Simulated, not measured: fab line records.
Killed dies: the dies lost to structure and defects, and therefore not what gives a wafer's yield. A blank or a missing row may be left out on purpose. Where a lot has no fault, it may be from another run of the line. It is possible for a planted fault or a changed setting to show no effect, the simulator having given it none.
The tool behind it: which one?    flow n5 finfet    9 lots, 26 wafers sampled, at 5 steps of a route of 1938

## WHAT THE GAUGES SHOWED, per wafer
N5_MOL_CONTACT_COAG_CD_MEAS_99: target cd 17.2 nm. Usual: 17.3 nm for cd nm, sd 0.5.
lot   measured      on         cd nm (nm)      flag
L951  day 4 20:54   cd sem-01  16.2 17.6 17.0  
L957  day 6 08:30   cd sem-01  17.9 17.6 17.0  
L959  day 6 17:37   cd sem-03  16.3 17.2 17.3  
L964  day 7 20:28   cd sem-03  17.1 17.1 17.6  
L967  day 8 18:01   cd sem-03  17.3 17.7 16.6  
L970  day 9 09:15   cd sem-02  17.4 16.9 17.7  
L971  day 9 15:32   cd sem-03  16.6 16.8       
L972  day 10 00:15  cd sem-03  17.9 17.1 17.4  
L974  day 10 10:45  cd sem-03  17.6 16.4 17.1  

N5_BEOL_M4_RC_MEAS_101. Usual: DIBL_N 36.3 mV/V, standard deviation 1.9; DIBL_P 36.6 mV/V, standard deviation 2.4; IOFF_N 0.17 nA/um, standard deviation 0.037; IOFF_P 0.23 nA/um, standard deviation 0.04; ION_N 682 uA/um, standard deviation 14; ION_P 468 uA/um, standard deviation 8.6; SS_N 71.6 mV/dec, standard deviation 0.67; SS_P 73.4 mV/dec, standard deviation 0.71; VT_N 248 mV, standard deviation 3.3; VT_P -248.9 mV, standard deviation 2.9.
lot   measured      on         DIBL_N (mV/V)   DIBL_P (mV/V)   IOFF_N (nA/um)  IOFF_P (nA/um)  ION_N (uA/um)  ION_P (uA/um)  SS_N (mV/dec)   SS_P (mV/dec)   VT_N (mV)    VT_P (mV)             flag
L951  day 9 21:41   prober-01  34.6 36.1 36.3  35.2 38.3 37.0  0.14 0.16 0.15  0.17 0.23 0.20  671 682 672    456 465 457    70.7 71.6 71.6  72.3 73.7 73.0  253 247 250  -252.2 -250.2 -252.8  
L957  day 10 03:37  prober-02  37.1 33.7 34.2  37.6 33.6 33.7  0.19 0.13 0.14  0.25 0.19 0.19  682 674 671    470 470 470    72.1 70.5 71.0  74.1 72.3 72.5  244 250 249  -246.7 -251.4 -250.2  
L959  day 10 12:25  prober-01  39.4 36.6 35.0  39.5 37.6 34.7  0.23 0.17 0.14  0.27 0.23 0.19  697 697 688    471 482 474    72.8 71.2 71.7  74.3 74.0 73.3  242 247 248  -245.8 -247.9 -250.9  
L964  day 12 22:55  prober-02  33.3 35.7 37.1  30.8 33.8 35.7  0.14 0.18 0.20  0.19 0.24 0.27  660 678 709    459 474 488    71.3 71.8 71.4  72.0 73.0 73.6  252 246 245  -249.0 -246.6 -243.7  
L967  day 13 07:41  prober-01  37.4 38.9 36.1  38.4 39.7 36.4  0.19 0.24 0.17  0.25 0.29 0.22  677 692 676    463 469 465    71.4 72.0 71.7  74.8 74.4 73.8  246 243 249  -245.6 -246.7 -247.4  
L970  day 15 16:10  prober-01  37.1 36.6 38.4  35.5 34.8 37.9  0.17 0.16 0.21  0.25 0.24 0.29  677 701 707    473 484 489    72.8 72.0 72.0  73.9 74.0 74.2  250 245 246  -244.3 -246.2 -245.7  
L971  day 15 09:31  prober-02  36.8 35.5       36.7 34.5       0.18 0.15       0.25 0.21       694 689        483 476        71.5 70.9       73.7 73.3       249 252      -247.9 -248.4         
L972  day 15 20:26  prober-02  33.8 36.8 36.8  34.9 37.7 37.2  0.16 0.21 0.22  0.20 0.24 0.24  699 699 698    479 474 472    70.9 71.7 71.5  73.0 74.2 73.2  246 246 242  -250.3 -246.6 -250.8  
L974  day 16 15:31  prober-02  34.3 34.5 34.6  33.4 34.6 34.5  0.14 0.14 0.14  0.17 0.18 0.18  669 678 672    459 469 456    71.1 70.5 71.4  72.8 73.0 72.8  250 250 250  -252.5 -248.1 -248.1  

## TOOL THAT RAN EACH LOT (tool first, then ch and the chambers of the sampled wafers, then the start)
lot   N5_MOL_CONTACT_COAG_ETCH_59         N5_MOL_CONTACT_COAG_ETCH_15         N5_MOL_CONTACT_COAG_SPUTTER_143
L951  rie diel-02 ch 0,2,3, day 4 20:32   rie diel-02 ch 0,2,3, day 4 20:43   pvd sputter-02, day 4 22:43
L957  rie diel-02 ch 0,1, day 6 08:08     rie diel-02 ch 0,1, day 6 08:19     pvd sputter-02, day 6 11:17
L959  rie diel-02 ch 2,3, day 6 17:15     rie diel-02 ch 2,3, day 6 17:26     pvd sputter-02, day 6 18:51
L964  rie diel-02 ch 2,3, day 7 20:06     rie diel-02 ch 2,3, day 7 20:17     pvd sputter-01, day 7 22:31
L967  rie diel-02 ch 0,1,2, day 8 17:39   rie diel-02 ch 0,1,2, day 8 17:50   pvd sputter-02, day 8 20:29
L970  rie diel-03 ch 1,2, day 9 08:53     rie diel-03 ch 1,2, day 9 09:04     pvd sputter-02, day 9 13:34
L971  rie diel-03 ch 0,2, day 9 15:10     rie diel-03 ch 0,2, day 9 15:21     pvd sputter-02, day 9 17:31
L972  rie diel-04 ch 0,3, day 9 23:53     rie diel-04 ch 0,3, day 10 00:04    pvd sputter-01, day 10 02:42
L974  rie diel-04 ch 0,1,3, day 10 10:23  rie diel-04 ch 0,1,3, day 10 10:34  pvd sputter-02, day 10 13:50
- N5_MOL_CONTACT_COAG_ETCH_59: etches underlayer in N2/H2, target depth 13 nm, time 10.4 s.
- N5_MOL_CONTACT_COAG_ETCH_15: etches SiNx in CH3F/O2, stops on Si:P, target depth 7 nm.
- N5_MOL_CONTACT_COAG_SPUTTER_143: material Co, target thk 2.5 nm.

## WHAT THE TOOLS THEMSELVES READ (means of the sampled wafers that have a number; where no wafer has one, the mark that the record gives instead)
N5_MOL_CONTACT_COAG_ETCH_59. Usual: drypump motor current A 6.02 A, standard deviation 0.21; etch rf on time s 10.4 s, standard deviation 0.34; oes product au 0.66 a.u., standard deviation 0.056; rf vpp V 522.2 V, standard deviation 1.9; showerhead plenum p Torr 2.48 Torr, standard deviation 0.066; throttle valve pct 17.85 %, standard deviation 0.26.
lot   tool         drypump motor current A (A)  etch rf on time s (s)  oes product au (a.u.)  rf vpp V (V)  showerhead plenum p Torr (Torr)  throttle valve pct (%)  flag
L951  rie diel-02  6.19                         10.5                   0.68                   523.5         2.52                             17.66                   
L957  rie diel-02  6.29                         10.5                   0.63                   520.7         2.42                             17.92                   
L959  rie diel-02  6.13                         10.1                   0.71                   522.0         2.50                             17.49                   
L964  rie diel-02  6.18                         10.0                   0.70                   521.9         2.49                             17.51                   
L967  rie diel-02  6.27                         10.4                   0.72                   524.0         2.53                             17.60                   
L970  rie diel-03  5.99                         10.8                   0.62                   521.2         2.44                             18.17                   
L971  rie diel-03  5.75                         10.5                   0.65                   522.8         2.48                             17.87                   
L972  rie diel-04  6.07                         10.5                   0.60                   519.7         2.42                             17.85                   
L974  rie diel-04  6.07                         10.5                   0.62                   520.3         2.42                             17.95                   

N5_MOL_CONTACT_COAG_ETCH_15. Usual: drypump motor current A 6.01 A, standard deviation 0.21; oes product au 0.56 a.u., standard deviation 0.046; rf vpp V 296 V, standard deviation 5.9; showerhead plenum p Torr 1.95 Torr, standard deviation 0.052; throttle valve pct 16.39 %, standard deviation 0.2.
lot   tool         drypump motor current A (A)  oes product au (a.u.)  rf vpp V (V)  showerhead plenum p Torr (Torr)  throttle valve pct (%)  flag
L951  rie diel-02  6.18                         0.58                   295           1.99                             16.21                   
L957  rie diel-02  6.30                         0.54                   299           1.92                             16.50                   
L959  rie diel-02  6.14                         0.60                   300           1.97                             16.09                   
L964  rie diel-02  6.14                         0.53                   301           1.97                             16.10                   
L967  rie diel-02  6.26                         0.59                   300           2.01                             16.17                   
L970  rie diel-03  5.97                         0.55                   295           1.90                             16.48                   
L971  rie diel-03  5.76                         0.55                   294           1.96                             16.47                   
L972  rie diel-04  6.03                         0.52                   291           1.91                             16.47                   
L974  rie diel-04  6.05                         0.54                   291           1.92                             16.47                   

N5_MOL_CONTACT_COAG_SPUTTER_143. Usual: 29.6 % for throttle valve pct, sd 0.83.
lot   tool            throttle valve pct (%)  flag
L951  pvd sputter-02  29.8                    
L957  pvd sputter-02  29.2                    
L959  pvd sputter-02  29.3                    
L964  pvd sputter-01  29.4                    
L967  pvd sputter-02  29.3                    
L970  pvd sputter-02  29.7                    
L971  pvd sputter-02  30.1                    
L972  pvd sputter-01  29.5                    
L974  pvd sputter-02  29.8                    

## THE ANSWER, worked out from the rows above alone
Rule: a lot is off if the mean of its wafers that have a number lies more than 3 standard deviations from the usual mean. Also off: a lot with no number at a reading for which 4 or more lots have one. Where the step has rows for the other lots, those lots are counted as sound. Order of review: gauges by route order, followed by the tools' own readings, for which a lot's mean as printed above is used. The first step at which some lot is off is used, and at that step the reading that is off furthest; a lot without a number counts as furthest.
Across all readings shown, no lot is off: no conclusion can be drawn from this.

## WHAT WAS PUT IN BY THE SIMULATOR
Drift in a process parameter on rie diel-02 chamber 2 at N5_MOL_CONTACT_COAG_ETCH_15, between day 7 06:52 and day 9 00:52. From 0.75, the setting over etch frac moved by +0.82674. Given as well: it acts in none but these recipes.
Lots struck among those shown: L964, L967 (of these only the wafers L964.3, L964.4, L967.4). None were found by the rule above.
